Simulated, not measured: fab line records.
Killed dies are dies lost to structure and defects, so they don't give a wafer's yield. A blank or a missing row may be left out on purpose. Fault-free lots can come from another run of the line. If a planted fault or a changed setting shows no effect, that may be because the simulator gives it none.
Which of the tools did it? :: flow nandHarc :: 72 wafers from 24 lots sampled at 5 of the route's 1302 steps

== WHAT THE GAUGES READ, wafer by wafer ==
NHARC_A_CONTACT_OVL_MEAS_09.
lot: L074
measured: day 22 08:00
on: overlay-02
overlayXNm (nm): 0.3 0.5 0.2
overlayYNm (nm): 0.0 0.1 0.3

lot: L075
measured: day 22 08:37
on: overlay-02
overlayXNm (nm): -0.4 -0.6 -0.2
overlayYNm (nm): -0.5 -0.2 -0.9

lot: L077
measured: day 22 21:47
on: overlay-01
overlayXNm (nm): -0.4 -1.0 -0.1
overlayYNm (nm): -0.9 -1.2 -0.7

lot: L076
measured: day 22 23:22
on: overlay-02
overlayXNm (nm): -0.2 -0.6 -0.4
overlayYNm (nm): -0.1 0.1 0.3

lot: L078
measured: day 23 12:11
on: overlay-01
overlayXNm (nm): -0.2 -0.2 -0.6
overlayYNm (nm): -0.1 0.4 0.6

lot: L080
measured: day 23 20:37
on: overlay-01
overlayXNm (nm): -0.8 -0.2 -0.5
overlayYNm (nm): -0.9 -0.2 -0.3

lot: L081
measured: day 24 22:29
on: overlay-02
overlayXNm (nm): -0.1 0.5 0.1
overlayYNm (nm): -1.7 -1.6 -1.5

lot: L079
measured: day 25 00:15
on: overlay-02
overlayXNm (nm): 1.0 0.6 0.3
overlayYNm (nm): -1.0 -1.0 -1.1

lot: L082
measured: day 25 16:02
on: overlay-01
overlayXNm (nm): 1.2 1.3 1.3
overlayYNm (nm): -0.2 -0.6 -0.5

lot: L083
measured: day 25 17:53
on: overlay-02
overlayXNm (nm): -0.5 -0.6 -1.2
overlayYNm (nm): -0.1 0.5 0.0

lot: L084
measured: day 26 15:50
on: overlay-01
overlayXNm (nm): 1.1 1.7 1.2
overlayYNm (nm): -1.5 -1.4 -1.5

lot: L085
measured: day 27 08:01
on: overlay-01
overlayXNm (nm): 0.2 0.2 0.6
overlayYNm (nm): -0.2 0.2 0.1

lot: L087
measured: day 27 09:50
on: overlay-01
overlayXNm (nm): -0.1 0.1 -0.6
overlayYNm (nm): 1.1 0.9 0.9

lot: L086
measured: day 27 17:02
on: overlay-02
overlayXNm (nm): 0.0 0.0 -0.5
overlayYNm (nm): 2.1 2.3 2.2

lot: L089
measured: day 28 05:56
on: overlay-01
overlayXNm (nm): 0.1 0.0 0.1
overlayYNm (nm): 0.3 0.9 0.2

lot: L088
measured: day 28 09:25
on: overlay-02
overlayXNm (nm): 0.5 0.2 -0.3
overlayYNm (nm): -0.5 -0.2 0.2

lot: L091
measured: day 28 23:18
on: overlay-01
overlayXNm (nm): -0.5 -0.5 -0.3
overlayYNm (nm): -0.8 -1.1 -0.9

lot: L090
measured: day 29 03:02
on: overlay-02
overlayXNm (nm): 1.0 0.2 0.1
overlayYNm (nm): -0.6 -0.4 -0.8

lot: L092
measured: day 29 11:40
on: overlay-01
overlayXNm (nm): -1.1 -1.1 -0.8
overlayYNm (nm): -0.6 0.2 0.1

lot: L093
measured: day 29 16:31
on: overlay-01
overlayXNm (nm): -0.7 -1.1 -0.8
overlayYNm (nm): -0.2 -0.5 -0.5

lot: L095
measured: day 30 16:00
on: overlay-02
overlayXNm (nm): -0.7 -0.4 -1.0
overlayYNm (nm): -1.4 -2.2 -1.7

lot: L094
measured: day 30 17:16
on: overlay-01
overlayXNm (nm): -0.9 -1.1 -1.3
overlayYNm (nm): 1.7 1.1 0.5

lot: L097
measured: day 31 00:26
on: overlay-02
overlayXNm (nm): -0.5 -0.1 -0.2
overlayYNm (nm): -0.4 0.4 0.0

lot: L096
measured: day 31 08:28
on: overlay-02
overlayXNm (nm): 0.4 1.2 0.6
overlayYNm (nm): -1.3 -1.5 -0.7

NHARC_A_CONTACT_CD_MEAS_15.
lot: L074
measured: day 22 11:18
on: cdSem-01
cdNm (nm): 191.0 189.2 188.8

lot: L075
measured: day 22 12:08
on: cdSem-01
cdNm (nm): 190.0 187.9 189.0

lot: L077
measured: day 23 01:07
on: cdSem-02
cdNm (nm): 190.2 189.9 189.7

lot: L076
measured: day 23 02:41
on: cdSem-01
cdNm (nm): 190.6 190.8 190.1

lot: L078
measured: day 23 15:38
on: cdSem-01
cdNm (nm): 190.8 191.0 190.1

lot: L080
measured: day 23 23:55
on: cdSem-02
cdNm (nm): 190.2 190.3 189.5

lot: L081
measured: day 25 02:47
on: cdSem-02
cdNm (nm): 189.4 189.2 190.1

lot: L079
measured: day 25 03:38
on: cdSem-03
cdNm (nm): 190.3 190.0 189.7

lot: L082
measured: day 25 19:33
on: cdSem-01
cdNm (nm): 189.4 190.1 189.4

lot: L083
measured: day 25 21:11
on: cdSem-01
cdNm (nm): 190.0 190.0 189.5

lot: L084
measured: day 26 19:08
on: cdSem-02
cdNm (nm): 190.0 189.9 189.8

lot: L085
measured: day 27 11:50
on: cdSem-02
cdNm (nm): 189.4 188.6 190.1

lot: L087
measured: day 27 13:07
on: cdSem-01
cdNm (nm): 189.2 188.8 189.8

lot: L086
measured: day 27 20:24
on: cdSem-03
cdNm (nm): 189.8 189.4 189.1

lot: L089
measured: day 28 09:13
on: cdSem-02
cdNm (nm): 189.7 190.8 190.0

lot: L088
measured: day 28 12:43
on: cdSem-03
cdNm (nm): 190.5 189.5 190.3

lot: L091
measured: day 29 02:36
on: cdSem-03
cdNm (nm): 191.2 190.4 190.5

lot: L090
measured: day 29 07:10
on: cdSem-03
cdNm (nm): 189.8 189.7 189.6

lot: L092
measured: day 29 15:13
on: cdSem-01
cdNm (nm): 189.5 189.4 188.7

lot: L093
measured: day 29 19:50
on: cdSem-02
cdNm (nm): 189.0 188.6 189.2

lot: L095
measured: day 30 19:20
on: cdSem-01
cdNm (nm): 190.4 190.3 191.2

lot: L094
measured: day 30 20:37
on: cdSem-02
cdNm (nm): 190.0 190.6 190.8

lot: L097
measured: day 31 04:15
on: cdSem-03
cdNm (nm): 190.2 190.8 190.5

lot: L096
measured: day 31 12:16
on: cdSem-02
cdNm (nm): 190.1 190.0 191.0

== EACH LOT AND THE TOOL THAT RAN IT (in order: tool; ch and the chambers of the sampled wafers; start) ==
lot: L074
NHARC_A_CONTACT_DEP_84: aclDep-02 ch 0, day 22 05:34
NHARC_A_CONTACT_DESCUM_13: rieDiel-11 ch 2,3, day 22 08:07
NHARC_A_CONTACT_ETCH_139: harCapEtch-03 ch 0,1, day 22 10:31

lot: L075
NHARC_A_CONTACT_DEP_84: aclDep-03 ch 0, day 22 06:04
NHARC_A_CONTACT_DESCUM_13: rieDiel-09 ch 0,2,3, day 22 08:43
NHARC_A_CONTACT_ETCH_139: harCapEtch-01 ch 0,1, day 22 11:19

lot: L077
NHARC_A_CONTACT_DEP_84: aclDep-02 ch 0, day 22 19:22
NHARC_A_CONTACT_DESCUM_13: rieDiel-11 ch 1,2,3, day 22 21:54
NHARC_A_CONTACT_ETCH_139: harCapEtch-02 ch 0,1, day 23 00:19

lot: L076
NHARC_A_CONTACT_DEP_84: aclDep-01 ch 0, day 22 20:49
NHARC_A_CONTACT_DESCUM_13: rieDiel-10 ch 0,1,3, day 22 23:29
NHARC_A_CONTACT_ETCH_139: harCapEtch-03 ch 0,1, day 23 01:54

lot: L078
NHARC_A_CONTACT_DEP_84: aclDep-03 ch 0, day 23 10:03
NHARC_A_CONTACT_DESCUM_13: rieDiel-09 ch 1,3, day 23 12:17
NHARC_A_CONTACT_ETCH_139: harCapEtch-03 ch 0,1, day 23 14:54

lot: L080
NHARC_A_CONTACT_DEP_84: aclDep-01 ch 0, day 23 18:04
NHARC_A_CONTACT_DESCUM_13: rieDiel-11 ch 0,1,2, day 23 20:43
NHARC_A_CONTACT_ETCH_139: harCapEtch-03 ch 0,1, day 23 23:08

lot: L081
NHARC_A_CONTACT_DEP_84: aclDep-01 ch 0, day 24 20:12
NHARC_A_CONTACT_DESCUM_13: rieDiel-11 ch 0,1,3, day 24 22:47
NHARC_A_CONTACT_ETCH_139: harCapEtch-02 ch 0,1, day 25 01:50

lot: L079
NHARC_A_CONTACT_DEP_84: aclDep-01 ch 0, day 24 21:57
NHARC_A_CONTACT_DESCUM_13: rieDiel-11 ch 0,1, day 25 00:20
NHARC_A_CONTACT_ETCH_139: harCapEtch-01 ch 0,1, day 25 02:49

lot: L082
NHARC_A_CONTACT_DEP_84: aclDep-02 ch 0, day 25 13:36
NHARC_A_CONTACT_DESCUM_13: rieDiel-11 ch 1,2, day 25 16:08
NHARC_A_CONTACT_ETCH_139: harCapEtch-03 ch 0,1, day 25 18:47

lot: L083
NHARC_A_CONTACT_DEP_84: aclDep-02 ch 0, day 25 15:53
NHARC_A_CONTACT_DESCUM_13: rieDiel-11 ch 0,3, day 25 17:59
NHARC_A_CONTACT_ETCH_139: harCapEtch-02 ch 0,1, day 25 20:29

lot: L084
NHARC_A_CONTACT_DEP_84: aclDep-01 ch 0, day 26 14:07
NHARC_A_CONTACT_DESCUM_13: rieDiel-10 ch 0,1,2, day 26 15:57
NHARC_A_CONTACT_ETCH_139: harCapEtch-03 ch 0,1, day 26 18:29

lot: L085
NHARC_A_CONTACT_DEP_84: aclDep-01 ch 0, day 27 05:51
NHARC_A_CONTACT_DESCUM_13: rieDiel-11 ch 0,1, day 27 08:07
NHARC_A_CONTACT_ETCH_139: harCapEtch-01 ch 0,1, day 27 10:57

lot: L087
NHARC_A_CONTACT_DEP_84: aclDep-01 ch 0, day 27 07:18
NHARC_A_CONTACT_DESCUM_13: rieDiel-11 ch 2,3, day 27 09:56
NHARC_A_CONTACT_ETCH_139: harCapEtch-03 ch 0, day 27 12:20

lot: L086
NHARC_A_CONTACT_DEP_84: aclDep-03 ch 0, day 27 15:02
NHARC_A_CONTACT_DESCUM_13: rieDiel-10 ch 0,2,3, day 27 17:07
NHARC_A_CONTACT_ETCH_139: harCapEtch-03 ch 0,1, day 27 19:43

lot: L089
NHARC_A_CONTACT_DEP_84: aclDep-01 ch 0, day 28 03:35
NHARC_A_CONTACT_DESCUM_13: rieDiel-11 ch 2,3, day 28 06:02
NHARC_A_CONTACT_ETCH_139: harCapEtch-02 ch 0,1, day 28 08:27

lot: L088
NHARC_A_CONTACT_DEP_84: aclDep-01 ch 0, day 28 07:26
NHARC_A_CONTACT_DESCUM_13: rieDiel-11 ch 0,3, day 28 09:31
NHARC_A_CONTACT_ETCH_139: harCapEtch-03 ch 0,1, day 28 12:04

lot: L091
NHARC_A_CONTACT_DEP_84: aclDep-02 ch 0, day 28 20:49
NHARC_A_CONTACT_DESCUM_13: rieDiel-11 ch 0,2,3, day 28 23:24
NHARC_A_CONTACT_ETCH_139: harCapEtch-02 ch 0,1, day 29 01:52

lot: L090
NHARC_A_CONTACT_DEP_84: aclDep-02 ch 0, day 29 00:29
NHARC_A_CONTACT_DESCUM_13: rieDiel-09 ch 0,3, day 29 03:08
NHARC_A_CONTACT_ETCH_139: harCapEtch-01 ch 0,1, day 29 06:21

lot: L092
NHARC_A_CONTACT_DEP_84: aclDep-02 ch 0, day 29 09:13
NHARC_A_CONTACT_DESCUM_13: rieDiel-11 ch 1,2, day 29 11:47
NHARC_A_CONTACT_ETCH_139: harCapEtch-03 ch 0,1, day 29 14:27

lot: L093
NHARC_A_CONTACT_DEP_84: aclDep-02 ch 0, day 29 13:59
NHARC_A_CONTACT_DESCUM_13: rieDiel-11 ch 0,1,3, day 29 16:37
NHARC_A_CONTACT_ETCH_139: harCapEtch-01 ch 0,1, day 29 19:02

lot: L095
NHARC_A_CONTACT_DEP_84: aclDep-01 ch 0, day 30 13:33
NHARC_A_CONTACT_DESCUM_13: rieDiel-11 ch 0,1,2, day 30 16:08
NHARC_A_CONTACT_ETCH_139: harCapEtch-02 ch 0,1, day 30 18:33

lot: L094
NHARC_A_CONTACT_DEP_84: aclDep-02 ch 0, day 30 15:16
NHARC_A_CONTACT_DESCUM_13: rieDiel-11 ch 0,1, day 30 17:22
NHARC_A_CONTACT_ETCH_139: harCapEtch-01 ch 0,1, day 30 19:52

lot: L097
NHARC_A_CONTACT_DEP_84: aclDep-03 ch 0, day 30 22:09
NHARC_A_CONTACT_DESCUM_13: rieDiel-11 ch 0,2,3, day 31 00:32
NHARC_A_CONTACT_ETCH_139: harCapEtch-01 ch 0,1, day 31 03:22

lot: L096
NHARC_A_CONTACT_DEP_84: aclDep-02 ch 0, day 31 06:20
NHARC_A_CONTACT_DESCUM_13: rieDiel-09 ch 0,1,2, day 31 08:35
NHARC_A_CONTACT_ETCH_139: harCapEtch-03 ch 0,1, day 31 11:25
- NHARC_A_CONTACT_DEP_84: deposits aC, target thk 2800 nm.
- NHARC_A_CONTACT_DESCUM_13: chemistry O2, time 3 s.
- NHARC_A_CONTACT_ETCH_139: etches the open film in C4F8/O2/Ar, time 195 s, target depth 840 nm.

== WHAT THE TOOLS THEMSELVES READ (means of the sampled wafers that have a number; where no wafer has one, the mark that the record gives instead) ==
NHARC_A_CONTACT_DEP_84.
lot: L074
tool: aclDep-02
throttleValvePct (%): 34.999

lot: L075
tool: aclDep-03
throttleValvePct (%): 35.002

lot: L077
tool: aclDep-02
throttleValvePct (%): 34.995

lot: L076
tool: aclDep-01
throttleValvePct (%): 35.000

lot: L078
tool: aclDep-03
throttleValvePct (%): 35.005

lot: L080
tool: aclDep-01
throttleValvePct (%): 34.998

lot: L081
tool: aclDep-01
throttleValvePct (%): 35.012

lot: L079
tool: aclDep-01
throttleValvePct (%): 34.998

lot: L082
tool: aclDep-02
throttleValvePct (%): 35.007

lot: L083
tool: aclDep-02
throttleValvePct (%): 34.993

lot: L084
tool: aclDep-01
throttleValvePct (%): 35.011

lot: L085
tool: aclDep-01
throttleValvePct (%): 34.988

lot: L087
tool: aclDep-01
throttleValvePct (%): 35.004

lot: L086
tool: aclDep-03
throttleValvePct (%): 34.991

lot: L089
tool: aclDep-01
throttleValvePct (%): 34.995

lot: L088
tool: aclDep-01
throttleValvePct (%): 35.004

lot: L091
tool: aclDep-02
throttleValvePct (%): 34.988

lot: L090
tool: aclDep-02
throttleValvePct (%): 35.000

lot: L092
tool: aclDep-02
throttleValvePct (%): 34.995

lot: L093
tool: aclDep-02
throttleValvePct (%): 35.002

lot: L095
tool: aclDep-01
throttleValvePct (%): 34.998

lot: L094
tool: aclDep-02
throttleValvePct (%): 35.002

lot: L097
tool: aclDep-03
throttleValvePct (%): 35.005

lot: L096
tool: aclDep-02
throttleValvePct (%): 35.001

NHARC_A_CONTACT_DESCUM_13.
lot: L074
tool: rieDiel-11
chamberPressureMTorr (mTorr): 59.99
drypumpMotorCurrentA (A): 5.6
oesProductAu (a.u.): 1.006
rfVppV (V): 58.4
showerheadPlenumPTorr (Torr): 1.98
throttleValvePct (%): 11.309

lot: L075
tool: rieDiel-09
chamberPressureMTorr (mTorr): 60.00
drypumpMotorCurrentA (A): 6.0
oesProductAu (a.u.): 1.002
rfVppV (V): 58.0
showerheadPlenumPTorr (Torr): 1.86
throttleValvePct (%): 11.313

lot: L077
tool: rieDiel-11
chamberPressureMTorr (mTorr): 59.94
drypumpMotorCurrentA (A): 5.8
oesProductAu (a.u.): 1.003
rfVppV (V): 58.3
showerheadPlenumPTorr (Torr): 1.97
throttleValvePct (%): 11.305

lot: L076
tool: rieDiel-10
chamberPressureMTorr (mTorr): 59.95
drypumpMotorCurrentA (A): 5.6
oesProductAu (a.u.): 0.993
rfVppV (V): 57.9
showerheadPlenumPTorr (Torr): 1.88
throttleValvePct (%): 11.303

lot: L078
tool: rieDiel-09
chamberPressureMTorr (mTorr): 59.99
drypumpMotorCurrentA (A): 6.1
oesProductAu (a.u.): 0.996
rfVppV (V): 57.6
showerheadPlenumPTorr (Torr): 1.87
throttleValvePct (%): 11.320

lot: L080
tool: rieDiel-11
chamberPressureMTorr (mTorr): 59.97
drypumpMotorCurrentA (A): 5.7
oesProductAu (a.u.): 1.001
rfVppV (V): 59.0
showerheadPlenumPTorr (Torr): 1.92
throttleValvePct (%): 11.314

lot: L081
tool: rieDiel-11
chamberPressureMTorr (mTorr): 60.02
drypumpMotorCurrentA (A): 6.0
oesProductAu (a.u.): 1.000
rfVppV (V): 58.0
showerheadPlenumPTorr (Torr): 1.94
throttleValvePct (%): 11.318

lot: L079
tool: rieDiel-11
chamberPressureMTorr (mTorr): 60.01
drypumpMotorCurrentA (A): 5.9
oesProductAu (a.u.): 1.002
rfVppV (V): 57.3
showerheadPlenumPTorr (Torr): 1.92
throttleValvePct (%): 11.296

lot: L082
tool: rieDiel-11
chamberPressureMTorr (mTorr): 60.05
drypumpMotorCurrentA (A): 5.8
oesProductAu (a.u.): 0.996
rfVppV (V): 58.2
showerheadPlenumPTorr (Torr): 1.94
throttleValvePct (%): 11.310

lot: L083
tool: rieDiel-11
chamberPressureMTorr (mTorr): 59.95
drypumpMotorCurrentA (A): 5.9
oesProductAu (a.u.): 0.996
rfVppV (V): 58.3
showerheadPlenumPTorr (Torr): 1.91
throttleValvePct (%): 11.305

lot: L084
tool: rieDiel-10
chamberPressureMTorr (mTorr): 59.93
drypumpMotorCurrentA (A): 5.5
oesProductAu (a.u.): 0.983
rfVppV (V): 57.0
showerheadPlenumPTorr (Torr): 1.88
throttleValvePct (%): 11.312

lot: L085
tool: rieDiel-11
chamberPressureMTorr (mTorr): 60.03
drypumpMotorCurrentA (A): 5.9
oesProductAu (a.u.): 1.002
rfVppV (V): 58.0
showerheadPlenumPTorr (Torr): 1.89
throttleValvePct (%): 11.312

lot: L087
tool: rieDiel-11
chamberPressureMTorr (mTorr): 60.01
drypumpMotorCurrentA (A): 5.7
oesProductAu (a.u.): 0.998
rfVppV (V): 58.4
showerheadPlenumPTorr (Torr): 1.97
throttleValvePct (%): 11.312

lot: L086
tool: rieDiel-10
chamberPressureMTorr (mTorr): 59.96
drypumpMotorCurrentA (A): 5.9
oesProductAu (a.u.): 0.981
rfVppV (V): 57.5
showerheadPlenumPTorr (Torr): 1.85
throttleValvePct (%): 11.316

lot: L089
tool: rieDiel-11
chamberPressureMTorr (mTorr): 60.01
drypumpMotorCurrentA (A): 6.0
oesProductAu (a.u.): 0.997
rfVppV (V): 57.5
showerheadPlenumPTorr (Torr): 1.98
throttleValvePct (%): 11.308

lot: L088
tool: rieDiel-11
chamberPressureMTorr (mTorr): 60.02
drypumpMotorCurrentA (A): 5.9
oesProductAu (a.u.): 1.008
rfVppV (V): 57.7
showerheadPlenumPTorr (Torr): 1.91
throttleValvePct (%): 11.316

lot: L091
tool: rieDiel-11
chamberPressureMTorr (mTorr): 59.97
drypumpMotorCurrentA (A): 5.8
oesProductAu (a.u.): 1.001
rfVppV (V): 57.8
showerheadPlenumPTorr (Torr): 1.94
throttleValvePct (%): 11.312

lot: L090
tool: rieDiel-09
chamberPressureMTorr (mTorr): 60.01
drypumpMotorCurrentA (A): 5.9
oesProductAu (a.u.): 0.992
rfVppV (V): 57.3
showerheadPlenumPTorr (Torr): 1.87
throttleValvePct (%): 11.311

lot: L092
tool: rieDiel-11
chamberPressureMTorr (mTorr): 59.99
drypumpMotorCurrentA (A): 5.8
oesProductAu (a.u.): 1.004
rfVppV (V): 57.7
showerheadPlenumPTorr (Torr): 1.94
throttleValvePct (%): 11.312

lot: L093
tool: rieDiel-11
chamberPressureMTorr (mTorr): 60.02
drypumpMotorCurrentA (A): 6.0
oesProductAu (a.u.): 1.000
rfVppV (V): 58.0
showerheadPlenumPTorr (Torr): 1.94
throttleValvePct (%): 11.308

lot: L095
tool: rieDiel-11
chamberPressureMTorr (mTorr): 60.00
drypumpMotorCurrentA (A): 5.7
oesProductAu (a.u.): 0.995
rfVppV (V): 57.6
showerheadPlenumPTorr (Torr): 1.91
throttleValvePct (%): 11.308

lot: L094
tool: rieDiel-11
chamberPressureMTorr (mTorr): 59.98
drypumpMotorCurrentA (A): 5.9
oesProductAu (a.u.): 0.994
rfVppV (V): 57.0
showerheadPlenumPTorr (Torr): 1.88
throttleValvePct (%): 11.316

lot: L097
tool: rieDiel-11
chamberPressureMTorr (mTorr): 60.04
drypumpMotorCurrentA (A): 5.8
oesProductAu (a.u.): 1.008
rfVppV (V): 58.1
showerheadPlenumPTorr (Torr): 1.93
throttleValvePct (%): 11.311

lot: L096
tool: rieDiel-09
chamberPressureMTorr (mTorr): 59.99
drypumpMotorCurrentA (A): 6.1
oesProductAu (a.u.): 1.003
rfVppV (V): 56.9
showerheadPlenumPTorr (Torr): 1.82
throttleValvePct (%): 11.311

NHARC_A_CONTACT_ETCH_139.
lot: L074
tool: harCapEtch-03
chamberPressureMTorr (mTorr): 19.992

lot: L075
tool: harCapEtch-01
chamberPressureMTorr (mTorr): 20.002

lot: L077
tool: harCapEtch-02
chamberPressureMTorr (mTorr): 19.983

lot: L076
tool: harCapEtch-03
chamberPressureMTorr (mTorr): 20.004

lot: L078
tool: harCapEtch-03
chamberPressureMTorr (mTorr): 19.999

lot: L080
tool: harCapEtch-03
chamberPressureMTorr (mTorr): 19.987

lot: L081
tool: harCapEtch-02
chamberPressureMTorr (mTorr): 19.998

lot: L079
tool: harCapEtch-01
chamberPressureMTorr (mTorr): 20.014

lot: L082
tool: harCapEtch-03
chamberPressureMTorr (mTorr): 20.012

lot: L083
tool: harCapEtch-02
chamberPressureMTorr (mTorr): 19.994

lot: L084
tool: harCapEtch-03
chamberPressureMTorr (mTorr): 20.006

lot: L085
tool: harCapEtch-01
chamberPressureMTorr (mTorr): 19.993

lot: L087
tool: harCapEtch-03
chamberPressureMTorr (mTorr): 20.007

lot: L086
tool: harCapEtch-03
chamberPressureMTorr (mTorr): 19.995

lot: L089
tool: harCapEtch-02
chamberPressureMTorr (mTorr): 20.011

lot: L088
tool: harCapEtch-03
chamberPressureMTorr (mTorr): 19.970

lot: L091
tool: harCapEtch-02
chamberPressureMTorr (mTorr): 20.009

lot: L090
tool: harCapEtch-01
chamberPressureMTorr (mTorr): 20.009

lot: L092
tool: harCapEtch-03
chamberPressureMTorr (mTorr): 19.990

lot: L093
tool: harCapEtch-01
chamberPressureMTorr (mTorr): 19.999

lot: L095
tool: harCapEtch-02
chamberPressureMTorr (mTorr): 20.002

lot: L094
tool: harCapEtch-01
chamberPressureMTorr (mTorr): 19.989

lot: L097
tool: harCapEtch-01
chamberPressureMTorr (mTorr): 19.993

lot: L096
tool: harCapEtch-03
chamberPressureMTorr (mTorr): 20.011

== THE ANSWER, worked out from the rows above alone ==
Rule: the lots themselves supply what counts as usual. Put in order of their means at a reading, lots are off if they are a third of the lots or fewer, leave a main group of 4 or more, and stand apart from it by a gap of 3 or more times the standard deviation of the main group's means; of several such gaps the widest counts. If all means in a main group match to the digits the tables above print for the reading, that group is not used. A lot without any number at a reading at which 4 lots or more have one is off too. The other lots that the step has rows for count as sound. First the gauges in route order, then the tools' own readings, where a lot's mean is used as printed above. At the first step where some lot is off, the reading lying furthest off is the one used; lots without a number count as furthest.
Across all readings shown, no lot is off: no conclusion can be drawn from this.

== WHAT THE SIMULATOR HAD PUT IN ==
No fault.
